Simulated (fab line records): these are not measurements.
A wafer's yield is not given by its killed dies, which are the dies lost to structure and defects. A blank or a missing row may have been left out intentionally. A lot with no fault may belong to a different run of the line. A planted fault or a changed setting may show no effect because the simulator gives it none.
Which tool did it? | flow n5 finfet | Sampling: 7 lots, 21 wafers, 7 of 1938 route steps

WHAT THE GAUGES READ, wafer by wafer
N5_BEOL_M0_OCD_MEAS_108. Usual: trench depth nm reads 32.3 nm (standard deviation 0.69).
lot  | measured     | on     | trench depth nm (nm) | flag
L376 | day 9 04:33  | ocd-02 | 31.7 33.1 32.4       |
L378 | day 9 13:44  | ocd-02 | 0 0.1 0              | OFF
L379 | day 9 17:32  | ocd-01 | 0.7 0.7 0            | OFF
L380 | day 10 00:48 | ocd-02 | 0 0 0                | OFF
L385 | day 11 07:20 | ocd-01 | 32.4 32.6 32.7       |
L386 | day 11 20:26 | ocd-01 | 33.4 32.7 32.7       |
L387 | day 11 20:43 | ocd-02 | 32.0 31.3 31.6       |

N5_BEOL_M4_RC_MEAS_101. Usual: DIBL_N 35.8 mV/V, standard deviation 1.7; DIBL_P 35.3 mV/V, standard deviation 2; IOFF_N 0.150 nA/um, standard deviation 0.026; IOFF_P 0.194 nA/um, standard deviation 0.029; ION_N 667 uA/um, standard deviation 11; ION_P 456 uA/um, standard deviation 7.1; SS_N 71.4 mV/dec, standard deviation 0.65; SS_P 73.1 mV/dec, standard deviation 0.64; VT_N 251 mV, standard deviation 3; VT_P -252 mV, standard deviation 3.2.
lot  | measured     | on        | DIBL_N (mV/V)  | DIBL_P (mV/V)  | IOFF_N (nA/um)    | IOFF_P (nA/um)    | ION_N (uA/um) | ION_P (uA/um) | SS_N (mV/dec)  | SS_P (mV/dec)  | VT_N (mV)   | VT_P (mV)      | flag
L376 | day 13 19:43 | prober-02 | 36.6 35.7 35.0 | 34.3 35.7 32.6 | 0.161 0.151 0.134 | 0.192 0.210 0.162 | 668 677 659   | 456 458 449   | 72.1 72.2 71.6 | 74.2 73.4 72.8 | 251 249 253 | -252 -251 -255 |
L385 | day 15 08:19 | prober-01 | 34.3 36.6 34.5 | 34.8 37.6 35.9 | 0.117 0.153 0.129 | 0.170 0.217 0.184 | 668 666 674   | 463 458 463   | 70.9 71.9 71.3 | 73.4 73.2 73.1 | 255 253 252 | -253 -251 -253 |
L386 | day 15 11:44 | prober-02 | 37.6 36.5 36.8 | 35.2 35.3 36.0 | 0.177 0.159 0.167 | 0.217 0.212 0.225 | 680 669 679   | 463 461 464   | 71.3 70.4 71.2 | 73.9 72.7 73.7 | 248 250 250 | -248 -250 -252 |
L387 | day 15 13:35 | prober-02 | 36.4 32.1 38.1 | 37.8 30.6 38.0 | 0.167 0.103 0.195 | 0.192 0.114 0.186 | 676 649 674   | 457 443 452   | 71.4 70.6 72.7 | 73.8 71.6 73.5 | 247 255 247 | -252 -260 -255 |

EACH LOT AND THE TOOL THAT RAN IT (in order: tool; ch and the chambers of the sampled wafers; start)
lot  | N5_BEOL_M0_SAQP_ALD_48            | N5_BEOL_M0_ETCH_138                | N5_BEOL_M0_STRIP_104               | N5_BEOL_M0_ETCH_128                | N5_BEOL_M0_ETCH_109
L376 | ald sin-03 ch 0,1, day 9 02:01    | rie diel-04 ch 0,1,2, day 9 03:12  | rie diel-01 ch 2,3, day 9 03:49    | rie diel-04 ch 0,1,2, day 9 04:25  | rie diel-01 ch 1,3, day 9 04:43
L378 | ald sin-01 ch 0,2,3, day 9 09:44  | rie diel-04 ch 0,1,2, day 9 11:04  | rie diel-03 ch 1,2,3, day 9 13:25  | rie diel-04 ch 0,1, day 9 13:35    | rie diel-04 ch 0,3, day 9 13:57
L379 | ald sin-01 ch 0,1,3, day 9 14:16  | rie diel-04 ch 0,1,2, day 9 15:28  | rie diel-03 ch 1,2,3, day 9 16:59  | rie diel-04 ch 0,2,3, day 9 17:24  | rie diel-03 ch 0,1,3, day 9 17:39
L380 | ald sin-04 ch 2,3, day 9 20:07    | rie diel-03 ch 0,1,2, day 9 21:31  | rie diel-04 ch 0,1, day 9 23:44    | rie diel-04 ch 2,3, day 10 00:39   | rie diel-04 ch 0,1, day 10 01:27
L385 | ald sin-04 ch 0,1,2, day 11 01:27 | rie diel-04 ch 0,1,2, day 11 02:49 | rie diel-03 ch 1,2, day 11 07:04   | rie diel-04 ch 0,1, day 11 07:11   | rie diel-04 ch 1,2, day 11 07:39
L386 | ald sin-04 ch 0,1,2, day 11 11:01 | rie diel-03 ch 1,2, day 11 12:24   | rie diel-04 ch 0,3, day 11 19:32   | rie diel-04 ch 0,1,2, day 11 20:17 | rie diel-01 ch 0,2,3, day 11 20:56
L387 | ald sin-04 ch 1,2, day 11 13:25   | rie diel-03 ch 2, day 11 14:50     | rie diel-04 ch 0,1,3, day 11 19:36 | rie diel-04 ch 0,2, day 11 20:34   | rie diel-04 ch 0,1,2, day 11 21:15
- N5_BEOL_M0_SAQP_ALD_48: deposits SiO2, target thk 20 nm, pulse time 1 s, co reactant pulse time 1 s.
- N5_BEOL_M0_ETCH_138: etches SiCN in CH3F/O2, target depth 12 nm, time 31.6 s.
- N5_BEOL_M0_STRIP_104: strips in N2/H2.
- N5_BEOL_M0_ETCH_128: etches SiCN in CF4/N2, target depth 12 nm, overetch 5.1 nm, time 21.4 s.
- N5_BEOL_M0_ETCH_109: etches SiCN in CH3F/O2, target depth 8 nm, overetch 2.4 nm, time 27.4 s.

AS READ BY THE TOOLS THEMSELVES (means over the sampled wafers that have a number; for cases with no such wafer, the mark the record gives instead)
N5_BEOL_M0_SAQP_ALD_48. Usual: heater power w 82 W, standard deviation 8.9; precursor pulse height rel 1.001, standard deviation 0.019.
lot  | tool       | heater power w (W) | precursor pulse height rel | flag
L376 | ald sin-03 | 85                 | 1.019                      |
L378 | ald sin-01 | 89                 | 1.000                      |
L379 | ald sin-01 | 90                 | 1.006                      |
L380 | ald sin-04 | 85                 | 0.985                      |
L385 | ald sin-04 | 78                 | 1.005                      |
L386 | ald sin-04 | 77                 | 0.993                      |
L387 | ald sin-04 | 86                 | 0.999                      |

N5_BEOL_M0_ETCH_138. Usual: CH3F_flow_sccm 30.00 sccm, standard deviation 0.091; O2_flow_sccm 20.01 sccm, standard deviation 0.059; drypump motor current A 6.0 A, standard deviation 0.48; etch rf on time s 29.3 s, standard deviation 0.81; oes product au 0.67 a.u., standard deviation 0.082; rf vpp V 296.7 V, standard deviation 1.6; showerhead plenum p Torr 1.97 Torr, standard deviation 0.064; throttle valve pct 16.32 %, standard deviation 0.29.
lot  | tool        | CH3F_flow_sccm (sccm) | O2_flow_sccm (sccm) | drypump motor current A (A) | etch rf on time s (s) | oes product au (a.u.) | rf vpp V (V) | showerhead plenum p Torr (Torr) | throttle valve pct (%) | flag
L376 | rie diel-04 | 30.06                 | 20.03               | 6.0                         | 29.3                  | 0.69                  | 297.3        | 1.99                            | 16.40                  |
L378 | rie diel-04 | -                     | -                   | -                           | -                     | -                     | -            | -                               | -                      | OFF
L379 | rie diel-04 | -                     | -                   | -                           | -                     | -                     | -            | -                               | -                      | OFF
L380 | rie diel-03 | -                     | -                   | -                           | -                     | -                     | -            | -                               | -                      | OFF
L385 | rie diel-04 | 29.93                 | 19.98               | 6.0                         | 28.9                  | 0.65                  | 296.7        | 1.98                            | 16.45                  |
L386 | rie diel-03 | 30.01                 | 19.97               | 5.2                         | 30.3                  | 0.73                  | 298.3        | 2.01                            | 15.98                  |
L387 | rie diel-03 | 29.90                 | 19.97               | 5.3                         | 29.0                  | 0.63                  | 295.9        | 1.92                            | 16.10                  |

N5_BEOL_M0_STRIP_104. Usual: drypump motor current A 5.9 A, standard deviation 0.49; n2 flow sccm 200.1 sccm, standard deviation 0.54; oes product au 0.78 a.u., standard deviation 0.099; rf vpp V 59.2 V, standard deviation 1.7; showerhead plenum p Torr 2.51 Torr, standard deviation 0.088; throttle valve pct 23.7 %, standard deviation 0.41.
lot  | tool        | drypump motor current A (A) | n2 flow sccm (sccm) | oes product au (a.u.) | rf vpp V (V) | showerhead plenum p Torr (Torr) | throttle valve pct (%) | flag
L376 | rie diel-01 | 6.1                         | 199.5               | 0.86                  | 57.9         | 2.45                            | 23.4                   |
L378 | rie diel-03 | 5.7                         | 200.0               | 0.81                  | 59.8         | 2.56                            | 23.5                   |
L379 | rie diel-03 | 5.7                         | 199.8               | 0.81                  | 58.5         | 2.56                            | 23.5                   |
L380 | rie diel-04 | 6.1                         | 200.4               | 0.79                  | 60.1         | 2.56                            | 23.9                   |
L385 | rie diel-03 | 5.2                         | 200.5               | 0.85                  | 59.1         | 2.54                            | 23.3                   |
L386 | rie diel-04 | 5.7                         | 199.9               | 0.80                  | 59.6         | 2.59                            | 23.8                   |
L387 | rie diel-04 | 5.9                         | 200.1               | 0.85                  | 58.1         | 2.61                            | 23.6                   |

N5_BEOL_M0_ETCH_128. Usual: bias w 70.03 W, standard deviation 0.24; cf4 flow sccm 60.04 sccm, standard deviation 0.18; drypump motor current A 5.9 A, standard deviation 0.47; n2 flow sccm 60.04 sccm, standard deviation 0.19; oes product au 0.53 a.u., standard deviation 0.057; rf vpp V 381.7 V, standard deviation 2; showerhead plenum p Torr 2.18 Torr, standard deviation 0.074; throttle valve pct 15.48 %, standard deviation 0.3.
lot  | tool        | bias w (W) | cf4 flow sccm (sccm) | drypump motor current A (A) | n2 flow sccm (sccm) | oes product au (a.u.) | rf vpp V (V) | showerhead plenum p Torr (Torr) | throttle valve pct (%) | flag
L376 | rie diel-04 | 70.15      | 60.15                | 6.0                         | 60.00               | 0.55                  | 382.0        | 2.19                            | 15.50                  |
L378 | rie diel-04 | 70.16      | 60.07                | 6.1                         | 60.08               | 0.31                  | 382.8        | 2.22                            | 15.53                  | OFF
L379 | rie diel-04 | 69.88      | 60.12                | 5.6                         | 60.10               | 0.27                  | 380.5        | 2.13                            | 15.62                  | OFF
L380 | rie diel-04 | 70.18      | 59.76                | 5.5                         | 60.00               | 0.27                  | 379.8        | 2.09                            | 15.60                  | OFF
L385 | rie diel-04 | 70.20      | 60.02                | 6.1                         | 59.94               | 0.53                  | 382.6        | 2.22                            | 15.59                  |
L386 | rie diel-04 | 70.18      | 59.87                | 6.0                         | 59.85               | 0.53                  | 381.9        | 2.18                            | 15.57                  |
L387 | rie diel-04 | 70.36      | 59.93                | 5.9                         | 60.19               | 0.49                  | 382.0        | 2.17                            | 15.83                  |

N5_BEOL_M0_ETCH_109. Usual: CH3F_flow_sccm 29.99 sccm, standard deviation 0.094; O2_flow_sccm 20.00 sccm, standard deviation 0.057; drypump motor current A 5.9 A, standard deviation 0.47; oes product au 0.66 a.u., standard deviation 0.069; rf vpp V 296.9 V, standard deviation 1.6; showerhead plenum p Torr 1.98 Torr, standard deviation 0.067; throttle valve pct 16.33 %, standard deviation 0.29.
lot  | tool        | CH3F_flow_sccm (sccm) | O2_flow_sccm (sccm) | drypump motor current A (A) | oes product au (a.u.) | rf vpp V (V) | showerhead plenum p Torr (Torr) | throttle valve pct (%) | flag
L376 | rie diel-01 | 30.03                 | 19.98               | 5.9                         | 0.76                  | 296.5        | 1.95                            | 16.14                  |
L378 | rie diel-04 | 30.05                 | 19.98               | 5.7                         | 0.62                  | 297.6        | 1.97                            | 16.57                  |
L379 | rie diel-03 | 29.98                 | 19.99               | 5.8                         | 0.67                  | 297.3        | 2.00                            | 16.21                  |
L380 | rie diel-04 | 29.99                 | 20.02               | 6.3                         | 0.72                  | 297.6        | 2.04                            | 16.21                  |
L385 | rie diel-04 | 30.06                 | 20.05               | 5.9                         | 0.65                  | 296.5        | 1.95                            | 16.41                  |
L386 | rie diel-01 | 30.02                 | 19.96               | 6.3                         | 0.66                  | 296.8        | 1.97                            | 16.44                  |
L387 | rie diel-04 | 30.02                 | 19.96               | 6.0                         | 0.66                  | 297.2        | 1.98                            | 16.46                  |

THE ANSWER, worked out from the rows above alone
Rule: a lot counts as off when the mean over its wafers that have a number is more than 3 standard deviations away from the usual mean. Also off: a lot with no number at a reading for which 4 or more lots have one. Where the step has rows for the other lots, those lots are counted as sound. Order of review: gauges by route order, followed by the tools' own readings, for which a lot's mean as printed above is used. At the first step where some lot is off, the reading lying furthest off is the one used; lots without a number count as furthest.
Off, at N5_BEOL_M0_OCD_MEAS_108 on trench depth nm: L378, L379, L380.
A tool fits if, at a process step before that reading, it ran every lot that is off, and no sound lot after the first of them. Not tried: the gauges at N5_BEOL_M0_OCD_MEAS_108; whatever is off there is also off at N5_BEOL_M0_ETCH_138, on other tools, and gauge error can't account for it. None of those tried fits.

WHAT THE SIMULATOR HAD PUT IN
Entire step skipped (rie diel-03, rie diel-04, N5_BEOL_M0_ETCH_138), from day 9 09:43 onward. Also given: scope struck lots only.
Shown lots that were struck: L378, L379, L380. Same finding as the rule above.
